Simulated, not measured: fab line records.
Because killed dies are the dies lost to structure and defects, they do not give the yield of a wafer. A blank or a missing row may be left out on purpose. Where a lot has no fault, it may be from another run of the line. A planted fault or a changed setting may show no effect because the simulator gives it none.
Chamber matching || flow nand-harc || NHARC_P_ZERO_WELL_DESCUM_26 on rie-diel-02 has 4 sister chambers
The step chemistry O2, time 3 s. 14 wafers are shown with their chamber, then 7 later ones without.

WAFERS WITH THEIR CHAMBER
{"wafer": "L668.1", "chamber": 3, "drypump-motor-current-A (A)": 5.6, "oes-product-au (a.u.)": 0.997, "throttle-valve-pct (%)": 11.322}
{"wafer": "L668.4", "chamber": 0, "drypump-motor-current-A (A)": 5.7, "oes-product-au (a.u.)": 1.004, "throttle-valve-pct (%)": 11.288}
{"wafer": "L668.5", "chamber": 1, "drypump-motor-current-A (A)": 5.9, "oes-product-au (a.u.)": 1.003, "throttle-valve-pct (%)": 11.306}
{"wafer": "L670.1", "chamber": 3, "drypump-motor-current-A (A)": 5.6, "oes-product-au (a.u.)": 0.998, "throttle-valve-pct (%)": 11.300}
{"wafer": "L670.4", "chamber": 0, "drypump-motor-current-A (A)": 5.7, "oes-product-au (a.u.)": 0.990, "throttle-valve-pct (%)": 11.296}
{"wafer": "L670.6", "chamber": 0, "drypump-motor-current-A (A)": 5.7, "oes-product-au (a.u.)": 0.996, "throttle-valve-pct (%)": 11.307}
{"wafer": "L671.1", "chamber": 1, "drypump-motor-current-A (A)": 5.9, "oes-product-au (a.u.)": 1.009, "throttle-valve-pct (%)": 11.326}
{"wafer": "L671.4", "chamber": 0, "drypump-motor-current-A (A)": 5.6, "oes-product-au (a.u.)": 0.994, "throttle-valve-pct (%)": 11.306}
{"wafer": "L671.6", "chamber": 3, "drypump-motor-current-A (A)": 5.6, "oes-product-au (a.u.)": 0.993, "throttle-valve-pct (%)": 11.303}
{"wafer": "L676.3", "chamber": 3, "drypump-motor-current-A (A)": 5.6, "oes-product-au (a.u.)": 1.006, "throttle-valve-pct (%)": 11.316}
{"wafer": "L676.5", "chamber": 1, "drypump-motor-current-A (A)": 5.9, "oes-product-au (a.u.)": 1.008, "throttle-valve-pct (%)": 11.317}
{"wafer": "L676.6", "chamber": 0, "drypump-motor-current-A (A)": 5.7, "oes-product-au (a.u.)": 1.004, "throttle-valve-pct (%)": 11.305}
{"wafer": "L679.1", "chamber": 0, "drypump-motor-current-A (A)": 5.6, "oes-product-au (a.u.)": 0.986, "throttle-valve-pct (%)": 11.311}
{"wafer": "L679.2", "chamber": 2, "drypump-motor-current-A (A)": 5.4, "oes-product-au (a.u.)": 0.983, "throttle-valve-pct (%)": 11.308}

SIGNATURES, as means of the wafers listed above
{"reading": "drypump-motor-current-A", "chamber 0": 5.667, "chamber 1": 5.900, "chamber 2": 5.400, "chamber 3": 5.600, "scatter within a chamber": 0.0365}
{"reading": "oes-product-au", "chamber 0": 0.99567, "chamber 1": 1.00667, "chamber 2": 0.98300, "chamber 3": 0.99850, "scatter within a chamber": 0.00614}
{"reading": "throttle-valve-pct", "chamber 0": 11.30217, "chamber 1": 11.31633, "chamber 2": 11.30800, "chamber 3": 11.31025, "scatter within a chamber": 0.00945}
Rule: a wafer's distance from a chamber is the root of the sum, over the readings, of the square of ((its reading less the chamber's mean) divided by the reading's scatter). If the next closest chamber is less than 2 further off than the closest, the wafer can't be placed; otherwise it belongs to the closest. The scatter: take each reading less its chamber's mean, square it, sum over the shown wafers, divide by the number of wafers less the number of chambers, and take the root.

WAFERS WHOSE CHAMBER IS MISSING
{"wafer": "L679.6", "drypump-motor-current-A (A)": 5.6, "oes-product-au (a.u.)": 0.999, "throttle-valve-pct (%)": 11.297}
{"wafer": "L685.1", "drypump-motor-current-A (A)": 5.5, "oes-product-au (a.u.)": 0.993, "throttle-valve-pct (%)": 11.310}
{"wafer": "L685.2", "drypump-motor-current-A (A)": 5.7, "oes-product-au (a.u.)": 0.995, "throttle-valve-pct (%)": 11.320}
{"wafer": "L685.3", "drypump-motor-current-A (A)": 5.5, "oes-product-au (a.u.)": 0.997, "throttle-valve-pct (%)": 11.308}
{"wafer": "L686.3", "drypump-motor-current-A (A)": 5.6, "oes-product-au (a.u.)": 1.004, "throttle-valve-pct (%)": 11.300}
{"wafer": "L686.4", "drypump-motor-current-A (A)": 5.4, "oes-product-au (a.u.)": 0.983, "throttle-valve-pct (%)": 11.296}
{"wafer": "L686.6", "drypump-motor-current-A (A)": 5.6, "oes-product-au (a.u.)": 0.984, "throttle-valve-pct (%)": 11.305}

WHICH CHAMBER EACH WENT THROUGH
{"wafer": "L679.6", "from the rows above": "can't be placed: 3 or 0", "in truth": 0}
{"wafer": "L685.1", "from the rows above": "can't be placed: 3 or 2 or 0", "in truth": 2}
{"wafer": "L685.2", "from the rows above": "can't be placed: 0 or 3", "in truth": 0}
{"wafer": "L685.3", "from the rows above": "can't be placed: 3 or 2 or 0", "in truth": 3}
{"wafer": "L686.3", "from the rows above": "can't be placed: 3 or 0", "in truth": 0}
{"wafer": "L686.4", "from the rows above": 2, "in truth": 2}
{"wafer": "L686.6", "from the rows above": "can't be placed: 3 or 0", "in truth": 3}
Placed correctly: 1 of 7. These rows do not allow placing 6 (true chamber among the candidates in 6). Number placed wrongly: 0.
